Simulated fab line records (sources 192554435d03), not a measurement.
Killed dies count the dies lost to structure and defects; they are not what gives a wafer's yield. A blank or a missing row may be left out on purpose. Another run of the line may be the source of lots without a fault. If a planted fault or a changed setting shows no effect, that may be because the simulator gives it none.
fab line records    flow n5_finfet
[record] lots = 11  wafers = 28  last_day = 17
route steps=1938 shown BEOL_M0@720 BEOL_M4@1111 PASSIVATION@1936
lots untouched by any fault: they come from a run of this same line in which no faults occurred
start_h: start of the lot's first displayed wafer, in hours after the record's first day    wait_h: hours elapsed since this lot's preceding step    " same as the row above    L1.1+2: several wafers, shown together as one row    - either no value or no given start    * or withheld: withheld    < > ~ a bound
route shown NAME@n: a module of which the file shows steps, and the number in the route of the first    usual: average and standard deviation across the fault-free wafers    same: alike in all rows    chamber/n: place in a boat    sites: each site's reading    _std_site: standard deviation of those values    _edge_site: the outer-site mean with the inner-site mean subtracted    radius_mm: how far each site lies from the wafer's centre    mask NAME#n: copy n    behind: the last tool/chamber to shape the wafer    hold: what put the lot on hold/how long, in hours/how the hold closed    device: names the non-switching transistor (n, p or np)    end of line: the same wafers' tests at the end of the route    a step with no rows: only its recipe    killed: count of dies lost to structure and defects at first sort (not the wafer's yield)    map: a wafer's dies, marking killed ones x, the rest . and places with no die _
set.NAME: the setting that was run; set.NAME@STEP: the one run at that earlier step    model.NAME: the simulator's own value behind a step, which no gauge read
route steps across a sampled set of lots; one table per step, one row per wafer
services: the hour from which a tool's chamber was out of use, counted from the record's first day as start_h (under 0 if before that day), plus the number of hours and why
[[steps]]
[step N5_BEOL_M0_ETCH_128]
[recipe] chemistry = CF4/N2  target_depth_a = 120  overetch_a = 51  target = SiCN  time_s = 21.4  ion_energy_ev = 150  pressure_mtorr = 40  source_w = 430  bias_w = 70  Ar_flow_sccm = 100  cf4_flow_sccm = 60  n2_flow_sccm = 60
[usual] drypump_motor_current_A = 5.7/0.38  oes_product_au = 0.55/0.052  rf_vpp_V = 382.4/1.9  showerhead_plenum_p_Torr = 2.21/0.072  throttle_valve_pct = 15.47/0.25
lot.wafer  tool         chamber  start_h  wait_h  drypump_motor_current_A  oes_product_au  rf_hours_counter_h  rf_vpp_V  showerhead_plenum_p_Torr  throttle_valve_pct
L101.2     rie_diel-06  2        126.25   0.0     5.3                      0.64            24                  383.0     2.26                      15.17
L101.5     "            2        "        "       5.3                      0.63            -                   382.3     2.26                      15.17
L101.6     "            1        "        "       5.7                      0.49            -                   378.8     2.09                      15.75
L103.4     rie_diel-06  3        140.72   0.0     6.0                      0.55            97                  383.9     2.21                      15.23
L103.5     "            1        "        "       5.7                      0.49            -                   379.8     2.09                      15.76
L103.6     "            2        "        "       5.3                      0.63            -                   383.4     2.26                      15.19
L105.1     rie_diel-01  0        154.74   0.7     6.5                      0.64            22                  386.3     2.34                      15.06
L105.2     "            2        "        "       5.3                      0.67            2                   383.4     2.27                      15.33
L105.6     "            0        "        "       6.5                      0.64            -                   386.0     2.34                      15.06
L106.2     rie_diel-06  3        160.53   0.0     6.0                      0.54            104                 381.9     2.20                      15.25
L106.4     "            0        "        "       6.0                      0.52            178                 379.4     2.11                      15.82
L106.5     "            0        "        "       6.0                      0.52            -                   379.5     2.11                      15.80
L113.3     rie_diel-01  2        202.57   0.4     5.3                      0.62            20                  382.2     2.26                      15.37
L113.4     "            0        "        "       6.5                      0.61            40                  385.2     2.33                      15.10
L114.1     rie_diel-04  1        202.60   0.2     5.5                      0.48            235                 382.5     2.26                      15.83
L114.4     "            2        "        "       5.5                      0.49            184                 382.4     2.19                      15.61
L115.3     rie_diel-01  1        215.23   0.0     5.4                      0.50            210                 381.7     2.20                      15.78
L115.4     "            0        "        "       6.5                      0.61            45                  385.9     2.33                      15.11
L116.3     rie_diel-01  1        220.63   0.0     5.3                      0.51            211                 381.1     2.20                      15.78
L116.4     "            3        "        "       5.4                      0.56            96                  382.4     2.23                      15.56
L116.5     "            3        "        "       5.4                      0.56            -                   383.2     2.23                      15.55
L117.2     rie_diel-01  3        225.19   0.0     5.4                      0.55            97                  383.6     2.23                      15.55
L117.3     "            0        "        "       6.5                      0.59            48                  386.2     2.33                      15.11
L117.4     "            1        "        "       5.4                      0.51            212                 382.1     2.20                      15.81
L118.1     rie_diel-06  3        237.21   0.0     6.0                      0.52            132                 381.8     2.19                      15.31
L118.4     "            1        "        "       5.7                      0.64            14                  386.2     2.34                      15.29
L120.5     rie_diel-01  3        240.28   0.3     5.4                      0.55            -                   383.3     2.22                      15.56
L120.6     "            2        "        "       5.3                      0.62            -                   384.0     2.26                      15.42
[step N5_BEOL_M0_CVD_115]
[recipe] material = Co  target_thk_a = *  temp_c = withheld  precursor = CCTBA/H2  pressure_torr = 30  time_s = 120
[usual] run_length_s = 142.9/0.32
lot.wafer  tool       chamber  start_h  wait_h  run_length_s
L101.2     cvd_co-02  2        127.73   0.0     143.0
L101.5     "          2        "        "       142.9
L101.6     "          0        "        "       142.8
L103.4     cvd_co-02  1        141.84   0.2     143.0
L103.5     "          2        "        "       142.8
L103.6     "          0        "        "       143.1
L105.1     cvd_co-01  2        157.88   0.0     142.6
L105.2     "          0        "        "       143.1
L105.6     "          1        "        "       142.6
L106.2     cvd_co-02  0        162.71   0.1     142.7
L106.4     "          2        "        "       142.7
L106.5     "          0        "        "       143.0
L113.3     cvd_co-02  0        204.28   0.2     185.2
L113.4     "          0        "        "       185.4
L114.1     cvd_co-02  1        204.36   0.2     143.0
L114.4     "          1        "        "       185.4
L115.3     cvd_co-02  1        216.72   0.0     185.3
L115.4     "          1        "        "       185.3
L116.3     cvd_co-01  1        221.67   0.1     142.9
L116.4     "          0        "        "       142.6
L116.5     "          1        "        "       142.9
L117.2     cvd_co-01  2        227.08   0.0     142.9
L117.3     "          0        "        "       143.2
L117.4     "          2        "        "       143.3
L118.1     cvd_co-01  2        239.43   0.3     143.3
L118.4     "          2        "        "       142.8
L120.5     cvd_co-01  0        241.36   0.2     143.0
L120.6     "          1        "        "       143.4
[step N5_BEOL_M0_SPUTTER_132]
[recipe] material = Cu  target_thk_a = 40  temp_c = -20  chamber_pressure_pa = 0.07  power_w = withheld  time_s = 7.37
[usual] throttle_valve_pct = 29.7/0.94
lot.wafer  tool            chamber  start_h  wait_h  throttle_valve_pct
L101.2     pvd_sputter-03  -        128.02   0.0     30.2
L101.5     "               -        "        "       30.2
L101.6     "               -        "        "       30.1
L103.4     pvd_sputter-01  -        143.86   0.0     31.3
L103.5     "               -        "        "       30.4
L103.6     "               -        "        "       30.1
L105.1     pvd_sputter-02  -        158.11   0.0     30.1
L105.2     "               -        "        "       28.4
L105.6     "               -        "        "       28.2
L106.2     pvd_sputter-02  -        162.99   0.0     28.7
L106.4     "               -        "        "       28.0
L106.5     "               -        "        "       28.5
L113.3     pvd_sputter-03  -        204.57   0.0     28.2
L113.4     "               -        "        "       30.3
L114.1     pvd_sputter-01  -        204.69   0.0     30.0
L114.4     "               -        "        "       29.6
L115.3     pvd_sputter-01  -        216.99   0.0     30.1
L115.4     "               -        "        "       29.3
L116.3     pvd_sputter-01  -        221.92   0.0     30.0
L116.4     "               -        "        "       31.4
L116.5     "               -        "        "       30.1
L117.2     pvd_sputter-01  -        227.35   0.0     31.0
L117.3     "               -        "        "       30.5
L117.4     "               -        "        "       29.4
L118.1     pvd_sputter-03  -        239.70   0.0     29.3
L118.4     "               -        "        "       28.1
L120.5     pvd_sputter-02  -        243.19   0.0     30.3
L120.6     "               -        "        "       28.5
[step N5_BEOL_M0_ANNEAL_119]
[recipe] temp_c = 225  time_s = 90  ambient = N2
[usual] wafer_temp_C_max = 226.6/0.37
lot.wafer  tool           chamber  start_h  wait_h  wafer_temp_C_max
L101.2     rtp_anneal-02  0        128.70   0.3     226.5
L101.5     "              0        "        "       226.6
L101.6     "              0        "        "       226.3
L103.4     rtp_anneal-02  0        144.43   0.2     226.4
L103.5     "              0        "        "       226.9
L103.6     "              0        "        "       226.6
L105.1     rtp_anneal-01  0        158.70   0.2     226.9
L105.2     "              0        "        "       226.4
L105.6     "              0        "        "       227.1
L106.2     rtp_anneal-02  0        163.47   0.1     226.2
L106.4     "              0        "        "       226.2
L106.5     "              0        "        "       226.5
L113.3     rtp_anneal-02  0        205.32   0.4     225.9
L113.4     "              0        "        "       226.4
L114.1     rtp_anneal-01  0        205.42   0.3     226.8
L114.4     "              0        "        "       227.0
L115.3     rtp_anneal-01  0        217.78   0.4     226.9
L115.4     "              0        "        "       226.6
L116.3     rtp_anneal-01  0        222.45   0.1     227.1
L116.4     "              0        "        "       226.9
L116.5     "              0        "        "       227.0
L117.2     rtp_anneal-02  0        227.91   0.2     226.4
L117.3     "              0        "        "       226.4
L117.4     "              0        "        "       226.4
L118.1     rtp_anneal-02  0        240.19   0.1     226.7
L118.4     "              0        "        "       226.1
L120.5     rtp_anneal-01  0        243.92   0.4     226.7
L120.6     "              0        "        "       226.6
[step N5_BEOL_M4_RC_MEAS_101]
[usual] DIBL_N = 36.6/1.8  DIBL_P = 37.1/2.1  IOFF_N = 0.17/0.033  IOFF_P = 0.23/0.039  ION_N = 681/13  ION_P = 467/8.7  SS_N = 71.6/0.59  SS_P = 73.4/0.63  VT_N = 249/3.4  VT_P = -249/3.7
lot.wafer  tool       chamber  start_h  wait_h  DIBL_N[mV/V]  DIBL_P[mV/V]  IOFF_N[nA/um]  IOFF_P[nA/um]  ION_N[uA/um]  ION_P[uA/um]  SS_N[mV/dec]  SS_P[mV/dec]  VT_N[mV]  VT_P[mV]
L101.2     prober-01  0        184.07   0.2     38.0          40.2          0.19           0.25           693           471           71.1          73.5          245       -248
L101.5     "          0        "        "       38.2          38.5          0.18           0.21           672           456           71.4          72.3          249       -251
L101.6     "          0        "        "       38.5          40.0          0.18           0.24           686           468           71.2          73.1          249       -248
L103.4     prober-01  0        188.52   0.9     35.7          34.3          0.13           0.18           659           458           71.4          73.7          254       -255
L103.5     "          0        "        "       39.7          39.0          0.20           0.24           683           468           72.0          74.4          248       -250
L103.6     "          0        "        "       36.5          35.1          0.15           0.18           682           461           71.5          73.4          248       -254
L106.2     prober-01  0        213.57   0.2     35.8          37.8          0.19           0.25           699           476           71.5          73.2          245       -246
L106.4     "          0        "        "       37.5          39.7          0.22           0.27           687           468           72.4          74.6          242       -249
L106.5     "          0        "        "       36.1          38.7          0.20           0.24           696           473           71.7          73.2          246       -245
L105.1     prober-02  0        215.87   0.0     37.5          38.9          0.18           0.21           692           469           71.5          73.4          248       -253
L105.2     "          0        "        "       37.0          38.5          0.18           0.22           690           468           71.0          73.3          248       -251
L105.6     "          0        "        "       37.9          38.8          0.18           0.21           673           455           71.7          73.7          253       -254
L114.1     prober-02  0        261.52   0.0     37.6          38.1          0.19           0.24           685           463           72.5          74.2          250       -252
L114.4     "          0        "        "       37.7          38.0          0.18           0.22           707           475           72.2          73.9          248       -252
L113.3     prober-02  0        263.00   0.3     36.6          36.7          0.15           0.17           659           448           73.0          73.7          252       -257
L113.4     "          0        "        "       34.4          34.3          0.12           0.14           656           446           71.8          73.4          253       -259
L115.3     prober-02  0        269.20   0.3     36.0          36.4          0.16           0.23           664           462           71.3          72.6          253       -250
L115.4     "          0        "        "       36.4          36.4          0.17           0.23           671           463           72.0          72.9          249       -248
L116.3     prober-01  0        271.44   0.3     35.4          34.9          0.14           0.18           671           463           71.5          72.5          251       -253
L116.4     "          0        "        "       35.7          35.0          0.15           0.19           667           456           72.1          72.5          251       -252
L116.5     "          0        "        "       35.4          34.0          0.13           0.17           672           462           71.3          73.2          251       -254
L117.2     prober-01  0        285.85   0.2     41.1          37.9          0.23           0.26           681           464           72.8          73.4          247       -248
L117.3     "          0        "        "       38.7          36.7          0.17           0.24           688           470           71.3          73.5          252       -248
L117.4     "          0        "        "       42.3          40.7          0.27           0.31           699           473           72.5          74.0          245       -246
L118.1     prober-02  0        287.36   0.0     36.7          37.5          0.18           0.25           688           472           72.1          73.5          248       -245
L118.4     "          0        "        "       37.9          38.8          0.19           0.26           673           462           72.6          74.4          247       -247
L120.5     prober-01  0        292.24   0.6     41.7          43.4          0.33           0.40           728           499           72.3          75.2          237       -238
L120.6     "          0        "        "       36.8          36.5          0.17           0.23           681           472           71.1          73.5          248       -248
[step N5_PASSIVATION_PROBE_49]
[usual] defect_limited_yield = 91.1/1.4  killed_at_M0_to_M3 = 32/9.4  killed_at_M4_up = 14/5.1  killed_at_contacts = 11/5.5  killed_at_front_end = 44/13  killed_at_other = 4/3.2  killed_dies = 104/16  killed_open = 70/12  killed_short = 33/7.8  sort_bin_4_leakage = 0.01/0.057  sort_bin_5_function = 5.1/0.91  sort_bin_6_memory = 3.4/0.63  sort_n_pass = 1075/16  sort_yield_pct = 91.2/1.4
[same] gross_dies = 1180  killed_at_back_side = 0  sort_bin_8_speed[%] = 0
lot.wafer  tool       chamber  start_h  wait_h  defect_limited_yield[%]  killed_at_M0_to_M3  killed_at_M4_up  killed_at_contacts  killed_at_front_end  killed_at_other  killed_dies  killed_open  killed_short  sort_bin_4_leakage[%]  sort_bin_5_function[%]  sort_bin_6_memory[%]  sort_n_pass  sort_yield_pct[%]
L113.3     prober-01  -        367.98   0.1     93.1                     20                  10               14                  32                   5                81           55           26            0                      3.8                     2.9                   1099         93.1
L114.1     prober-02  -        370.10   0.0     89.0                     61                  10               18                  35                   6                130          90           36            0                      5.8                     4.6                   1050         89.0
// killed by level:class
L113.3 MOL_CONTACT_COAG:geometric_particle:open=13 FIN_SAQP:geometric_particle:open=7 FIN_SAQP:geometric_particle:short=7 DUMMY_GATE:geometric_particle:open=6 BEOL_M3:geometric_particle:open=4 BEOL_M4:geometric_particle:open=4 GATE_CUT:geometric_particle:short=3 GATE_CUT:geometric_particle:open=3
L114.1 BEOL_M3:geometric_particle:open=16 MOL_CONTACT_COAG:geometric_particle:open=15 BEOL_M1:geometric_particle:open=15 STI_FIN_REVEAL:geometric_particle:open=10 BEOL_M0_SAQP:geometric_particle:short=8 BEOL_M2:geometric_particle:open=7 BEOL_M0_SAQP:geometric_particle:open=5 BEOL_M1:geometric_particle:short=4
[[services]]
tool            chamber  start_h  hours  kind
pvd_sputter-02  -        107.50   6.2    repair
pvd_sputter-03  -        113.78   3.1    repair
cvd_co-02       1        114.67   -      clean
cvd_co-02       1        114.67   22.0   scheduled_down
cvd_co-02       1        114.67   22.0   vent_cycle
rie_diel-01     2        127.75   5.9    repair
rie_diel-06     3        132.13   5.1    repair
cvd_co-01       -        139.71   7.2    repair
cvd_co-01       2        172.27   3.8    repair
rie_diel-06     1        185.36   -      clean
rie_diel-06     1        185.36   -      consumable_replace:focus_ring
rie_diel-06     1        185.36   -      consumable_replace:showerhead
rie_diel-06     1        185.36   11.7   scheduled_down
rie_diel-06     1        185.36   11.7   vent_cycle
cvd_co-02       0        186.21   18.0   repair
cvd_co-01       -        190.48   14.6   pm
rie_diel-06     3        201.78   4.3    repair
rie_diel-04     3        231.06   9.3    repair
cvd_co-02       -        231.40   1.2    repair
pvd_sputter-03  -        233.49   3.4    repair
rtp_anneal-02   -        235.09   4.9    pm
[[key]]
[first_sign] step = N5_BEOL_M0_CVD_115  reading = run_length_s  direction = up  sigmas = 99+  usual = *  struck = *
effect none on later readings
met_at N5_BEOL_M0_CVD_115
struck_lots L113,L114,L115
struck_wafers L113.3,L113.4,L114.4,L115.3,L115.4
not_acting_at N5_BEOL_M0_ETCH_128,N5_BEOL_M0_SPUTTER_132,N5_BEOL_M0_ANNEAL_119
onset_between 162.71 204.28
[fault] kind = process_parameter_drift  tool = cvd_co-02  chamber = -  onset_h = 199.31  steps = N5_BEOL_M0_CVD_115  channel = time_s  offset = *  shape = step  end_h = 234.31  scope = struck_wafers_only  acts_in = *  stated = *
